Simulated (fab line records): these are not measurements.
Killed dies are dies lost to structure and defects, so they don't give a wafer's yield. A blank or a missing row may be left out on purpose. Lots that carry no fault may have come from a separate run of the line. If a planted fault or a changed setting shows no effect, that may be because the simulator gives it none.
Which tool was responsible?	flow n5Finfet	72 wafers from 24 lots sampled at 6 of the route's 1938 steps

WHAT EACH GAUGE READ, for each wafer
N5_BEOL_M1_CD_MEAS_28: target cd y 23.3 nm. Usual: cdNm 24.11 nm, standard deviation 0.26.
lot	measured	on	cdNm (nm)	flag
L074	day 6 01:32	cdSem-01	23.81 24.10 24.04	
L075	day 6 13:14	cdSem-03	24.44 24.42 24.50	
L076	day 6 17:38	cdSem-03	24.28 24.25 24.49	
L077	day 7 02:25	cdSem-01	24.35 24.67 24.50	
L078	day 7 06:13	cdSem-01	24.05 24.35 24.01	
L079	day 7 14:35	cdSem-01	24.36 24.28 24.18	
L080	day 7 21:46	cdSem-02	23.93 23.85 23.97	
L081	day 8 02:17	cdSem-01	23.97 23.87 23.98	
L082	day 8 02:37	cdSem-03	23.97 24.11 23.70	
L083	day 8 09:32	cdSem-03	24.39 24.20 24.10	
L084	day 8 18:55	cdSem-01	23.97 24.01 24.16	
L085	day 9 01:22	cdSem-03	24.08 23.90 23.49	
L086	day 9 06:18	cdSem-01	24.25 23.85 23.82	
L087	day 9 11:01	cdSem-02	24.14 23.58 24.50	
L088	day 9 16:10	cdSem-01	24.25 24.35 24.28	
L089	day 9 19:25	cdSem-03	24.22 23.75 23.91	
L090	day 10 02:46	cdSem-02	24.27 23.94 23.97	
L093	day 10 19:31	cdSem-03	23.90 23.81 23.67	
L091	day 10 22:49	cdSem-02	24.34 24.52 24.27	
L094	day 11 05:28	cdSem-02	24.45 23.99 23.92	
L092	day 11 07:43	cdSem-01	23.97 23.68 23.54	
L095	day 11 11:28	cdSem-01	24.25 24.16 24.06	
L096	day 11 15:43	cdSem-02	23.98 24.65 23.88	
L097	day 11 23:56	cdSem-03	24.46 23.71 24.56	

EACH LOT AND THE TOOL THAT RAN IT (in order: tool; ch and the chambers of the sampled wafers; start)
lot	N5_BEOL_M0_ETCH_109	N5_BEOL_M0_PRE_CLEAN_113	N5_BEOL_M0_SPUTTER_132	N5_BEOL_M0_ANNEAL_133	N5_BEOL_M0_DEP_125
L074	rieDiel-01 ch 2,3, day 5 20:48	pvdSputter-03, day 5 21:22	pvdSputter-02, day 5 22:05	pvdSputter-02, day 5 22:10	pecvd-01 ch 1,2, day 5 23:40
L075	rieDiel-02 ch 2,3, day 6 05:04	pvdSputter-03, day 6 06:38	pvdSputter-03, day 6 07:15	pvdSputter-03, day 6 07:20	pecvd-03 ch 0,1, day 6 08:32
L076	rieDiel-04 ch 1,2, day 6 11:05	pvdSputter-01, day 6 11:38	pvdSputter-02, day 6 12:42	pvdSputter-02, day 6 12:47	pecvd-04 ch 0,2, day 6 14:03
L077	rieDiel-04 ch 0,1,2, day 6 20:40	pvdSputter-02, day 6 20:53	pvdSputter-03, day 6 23:17	pvdSputter-03, day 6 23:22	pecvd-04 ch 0,1, day 7 00:31
L078	rieDiel-01 ch 0,2,3, day 7 00:23	pvdSputter-01, day 7 01:07	pvdSputter-01, day 7 01:43	pvdSputter-01, day 7 01:48	pecvd-01 ch 0,1,2, day 7 02:57
L079	rieDiel-01 ch 0,3, day 7 07:44	pvdSputter-01, day 7 08:37	pvdSputter-01, day 7 09:18	pvdSputter-01, day 7 09:23	pecvd-04 ch 0,1, day 7 10:56
L080	rieDiel-02 ch 0,1,3, day 7 14:45	pvdSputter-03, day 7 15:01	pvdSputter-01, day 7 16:41	pvdSputter-01, day 7 16:46	pecvd-03 ch 0,1,2, day 7 17:55
L081	rieDiel-02 ch 0,3, day 7 17:45	pvdSputter-02, day 7 18:52	pvdSputter-03, day 7 20:39	pvdSputter-03, day 7 20:44	pecvd-01 ch 0,2, day 7 21:55
L082	rieDiel-04 ch 0,1,2, day 7 21:01	pvdSputter-03, day 7 21:23	pvdSputter-02, day 7 22:11	pvdSputter-02, day 7 22:16	pecvd-03 ch 0,1,2, day 7 23:26
L083	rieDiel-04 ch 0,1, day 8 01:47	pvdSputter-03, day 8 02:21	pvdSputter-02, day 8 05:55	pvdSputter-02, day 8 06:00	pecvd-04 ch 0,2, day 8 07:10
L084	rieDiel-01 ch 0,2,3, day 8 12:03	pvdSputter-01, day 8 12:47	pvdSputter-01, day 8 14:01	pvdSputter-01, day 8 14:06	pecvd-03 ch 1,2, day 8 15:14
L085	rieDiel-01 ch 0,1,2, day 8 17:20	pvdSputter-03, day 8 18:07	pvdSputter-02, day 8 20:06	pvdSputter-02, day 8 20:11	pecvd-04 ch 1,2, day 8 21:20
L086	rieDiel-04 ch 0,2,3, day 9 00:28	pvdSputter-01, day 9 01:14	pvdSputter-03, day 9 01:58	pvdSputter-03, day 9 02:02	pecvd-01 ch 0,1,2, day 9 03:14
L087	rieDiel-04 ch 1,2, day 9 05:22	pvdSputter-03, day 9 06:21	pvdSputter-03, day 9 07:20	pvdSputter-03, day 9 07:25	pecvd-03 ch 0,1,2, day 9 08:36
L088	rieDiel-01 ch 1,3, day 9 11:30	pvdSputter-01, day 9 12:11	pvdSputter-01, day 9 13:03	pvdSputter-01, day 9 13:08	pecvd-03 ch 0, day 9 14:17
L089	rieDiel-01 ch 0,1,2, day 9 14:05	pvdSputter-03, day 9 14:38	pvdSputter-01, day 9 15:20	pvdSputter-01, day 9 15:25	pecvd-04 ch 0,1,2, day 9 16:33
L090	rieDiel-04 ch 1,2, day 9 18:29	pvdSputter-03, day 9 21:31	pvdSputter-01, day 9 22:19	pvdSputter-01, day 9 22:23	pecvd-01 ch 0,2, day 10 00:30
L093	rieDiel-04 ch 0,3, day 10 14:12	pvdSputter-01, day 10 14:56	pvdSputter-01, day 10 15:33	pvdSputter-01, day 10 15:38	pecvd-01 ch 0,1, day 10 17:00
L091	rieDiel-02 ch 1,2, day 10 15:11	pvdSputter-01, day 10 16:08	pvdSputter-02, day 10 17:55	pvdSputter-02, day 10 17:59	pecvd-01 ch 0,1, day 10 19:11
L094	rieDiel-01 ch 0,1,3, day 10 22:04	pvdSputter-03, day 10 22:52	pvdSputter-02, day 11 00:57	pvdSputter-02, day 11 01:02	pecvd-01 ch 0,1, day 11 02:35
L092	rieDiel-02 ch 0,2, day 11 01:14	pvdSputter-02, day 11 01:34	pvdSputter-02, day 11 03:55	pvdSputter-02, day 11 04:00	pecvd-01 ch 0,2, day 11 05:41
L095	rieDiel-01 ch 0,2, day 11 04:19	pvdSputter-02, day 11 05:00	pvdSputter-03, day 11 05:41	pvdSputter-03, day 11 05:46	pecvd-03 ch 1,2, day 11 07:14
L096	rieDiel-01 ch 0,1,2, day 11 10:22	pvdSputter-03, day 11 10:52	pvdSputter-02, day 11 11:31	pvdSputter-02, day 11 11:36	pecvd-01 ch 0,1, day 11 12:46
L097	rieDiel-01 ch 1,2,3, day 11 16:33	pvdSputter-01, day 11 17:32	pvdSputter-01, day 11 18:35	pvdSputter-01, day 11 18:40	pecvd-01 ch 0,1, day 11 19:49
- N5_BEOL_M0_ETCH_109: etches SiCN in CH3F/O2, target depth 8 nm, overetch 2.4 nm, time 27.4 s.
- N5_BEOL_M0_PRE_CLEAN_113: time 30 s.
- N5_BEOL_M0_SPUTTER_132: material Cu, target thk 4 nm, time 7.37 s.
- N5_BEOL_M0_ANNEAL_133: time 60 s.
- N5_BEOL_M0_DEP_125: deposits SiCN from 3MS/NH3, target thk 8 nm, time 14 s.

AS READ BY THE TOOLS THEMSELVES (means over the sampled wafers that have a number; for cases with no such wafer, the mark the record gives instead)
N5_BEOL_M0_ETCH_109. Usual: drypumpMotorCurrentA 5.7 A, standard deviation 0.5; oesProductAu 0.69 a.u., standard deviation 0.053; rfVppV 297.0 V, standard deviation 1.6; showerheadPlenumPTorr 1.99 Torr, standard deviation 0.066; throttleValvePct 16.27 %, standard deviation 0.13.
lot	tool	drypumpMotorCurrentA (A)	oesProductAu (a.u.)	rfVppV (V)	showerheadPlenumPTorr (Torr)	throttleValvePct (%)	flag
L074	rieDiel-01	5.8	0.69	296.4	1.99	16.24	
L075	rieDiel-02	5.8	0.70	298.3	2.05	16.12	
L076	rieDiel-04	4.9	0.75	297.1	2.00	16.07	
L077	rieDiel-04	5.4	0.73	296.8	1.98	16.15	
L078	rieDiel-01	6.0	0.71	295.8	1.97	16.27	
L079	rieDiel-01	6.2	0.69	295.7	1.94	16.26	
L080	rieDiel-02	5.8	0.64	297.4	2.01	16.30	
L081	rieDiel-02	5.4	0.63	297.7	2.03	16.32	
L082	rieDiel-04	5.4	0.73	296.2	1.97	16.17	
L083	rieDiel-04	5.9	0.73	295.6	1.95	16.24	
L084	rieDiel-01	6.0	0.68	296.7	1.97	16.28	
L085	rieDiel-01	5.6	0.72	298.0	2.03	16.24	
L086	rieDiel-04	5.4	0.73	297.1	2.01	16.21	
L087	rieDiel-04	4.9	0.72	298.0	1.99	16.11	
L088	rieDiel-01	5.4	0.73	298.7	2.06	16.18	
L089	rieDiel-01	5.6	0.70	298.1	2.03	16.26	
L090	rieDiel-04	5.2	0.67	298.0	1.95	16.21	
L093	rieDiel-04	5.9	0.72	297.2	1.99	16.32	
L091	rieDiel-02	6.0	0.66	296.7	1.93	16.45	
L094	rieDiel-01	5.8	0.70	297.1	2.00	16.26	
L092	rieDiel-02	5.4	0.62	297.0	1.97	16.47	
L095	rieDiel-01	6.0	0.66	296.1	1.96	16.33	
L096	rieDiel-01	5.6	0.69	297.8	2.02	16.29	
L097	rieDiel-01	5.6	0.68	298.5	2.02	16.29	

N5_BEOL_M0_PRE_CLEAN_113. Usual: heaterPowerW 336 W, standard deviation 35.
lot	tool	heaterPowerW (W)	flag
L074	pvdSputter-03	334	
L075	pvdSputter-03	341	
L076	pvdSputter-01	336	
L077	pvdSputter-02	335	
L078	pvdSputter-01	334	
L079	pvdSputter-01	322	
L080	pvdSputter-03	337	
L081	pvdSputter-02	324	
L082	pvdSputter-03	345	
L083	pvdSputter-03	374	
L084	pvdSputter-01	317	
L085	pvdSputter-03	325	
L086	pvdSputter-01	342	
L087	pvdSputter-03	346	
L088	pvdSputter-01	334	
L089	pvdSputter-03	343	
L090	pvdSputter-03	352	
L093	pvdSputter-01	321	
L091	pvdSputter-01	327	
L094	pvdSputter-03	350	
L092	pvdSputter-02	326	
L095	pvdSputter-02	313	
L096	pvdSputter-03	351	
L097	pvdSputter-01	337	

N5_BEOL_M0_SPUTTER_132. Usual: throttleValvePct 30.1 %, standard deviation 0.92.
lot	tool	throttleValvePct (%)	flag
L074	pvdSputter-02	30.5	
L075	pvdSputter-03	29.1	
L076	pvdSputter-02	31.0	
L077	pvdSputter-03	29.6	
L078	pvdSputter-01	30.3	
L079	pvdSputter-01	29.8	
L080	pvdSputter-01	30.2	
L081	pvdSputter-03	29.9	
L082	pvdSputter-02	30.1	
L083	pvdSputter-02	31.4	
L084	pvdSputter-01	29.4	
L085	pvdSputter-02	30.6	
L086	pvdSputter-03	29.3	
L087	pvdSputter-03	29.7	
L088	pvdSputter-01	30.6	
L089	pvdSputter-01	30.5	
L090	pvdSputter-01	29.7	
L093	pvdSputter-01	30.3	
L091	pvdSputter-02	30.4	
L094	pvdSputter-02	30.5	
L092	pvdSputter-02	31.2	
L095	pvdSputter-03	29.4	
L096	pvdSputter-02	30.7	
L097	pvdSputter-01	30.0	

N5_BEOL_M0_ANNEAL_133. Usual: heaterPowerW 821 W, standard deviation 78.
lot	tool	heaterPowerW (W)	flag
L074	pvdSputter-02	806	
L075	pvdSputter-03	820	
L076	pvdSputter-02	791	
L077	pvdSputter-03	943	
L078	pvdSputter-01	813	
L079	pvdSputter-01	809	
L080	pvdSputter-01	808	
L081	pvdSputter-03	833	
L082	pvdSputter-02	795	
L083	pvdSputter-02	800	
L084	pvdSputter-01	782	
L085	pvdSputter-02	810	
L086	pvdSputter-03	809	
L087	pvdSputter-03	884	
L088	pvdSputter-01	854	
L089	pvdSputter-01	781	
L090	pvdSputter-01	828	
L093	pvdSputter-01	813	
L091	pvdSputter-02	779	
L094	pvdSputter-02	816	
L092	pvdSputter-02	813	
L095	pvdSputter-03	853	
L096	pvdSputter-02	736	
L097	pvdSputter-01	846	

N5_BEOL_M0_DEP_125. Usual: showerheadPlenumPTorr 3.669 Torr, standard deviation 0.014; throttleValvePct 8.9 %, standard deviation 0.48.
lot	tool	showerheadPlenumPTorr (Torr)	throttleValvePct (%)	flag
L074	pecvd-01	3.666	9.2	
L075	pecvd-03	3.664	8.9	
L076	pecvd-04	3.683	8.5	
L077	pecvd-04	3.681	8.7	
L078	pecvd-01	3.667	8.9	
L079	pecvd-04	3.679	9.0	
L080	pecvd-03	3.665	9.1	
L081	pecvd-01	3.673	8.7	
L082	pecvd-03	3.662	9.2	
L083	pecvd-04	3.685	8.6	
L084	pecvd-03	3.646	9.1	
L085	pecvd-04	3.670	8.6	
L086	pecvd-01	3.667	9.1	
L087	pecvd-03	3.661	9.1	
L088	pecvd-03	3.675	8.7	
L089	pecvd-04	3.676	8.8	
L090	pecvd-01	3.668	8.7	
L093	pecvd-01	3.675	9.1	
L091	pecvd-01	3.675	9.1	
L094	pecvd-01	3.663	9.2	
L092	pecvd-01	3.668	8.6	
L095	pecvd-03	3.660	8.8	
L096	pecvd-01	3.666	9.1	
L097	pecvd-01	3.669	9.3	

THE ANSWER, worked out from the rows above alone
Rule: take the mean of a lot's wafers that have a number; if it is more than 3 standard deviations from the usual mean, the lot is off. A lot without any number at a reading at which 4 lots or more have one is off too. All remaining lots with rows at the step are treated as sound. The gauges are gone through in route order, then the tools' own readings, and for those a lot's mean is taken as printed above. The first step at which some lot is off is used, and at that step the reading that is off furthest; a lot without a number counts as furthest.
Across all readings shown, no lot is off: no conclusion can be drawn from this.

WHAT THE SIMULATOR HAD PUT IN
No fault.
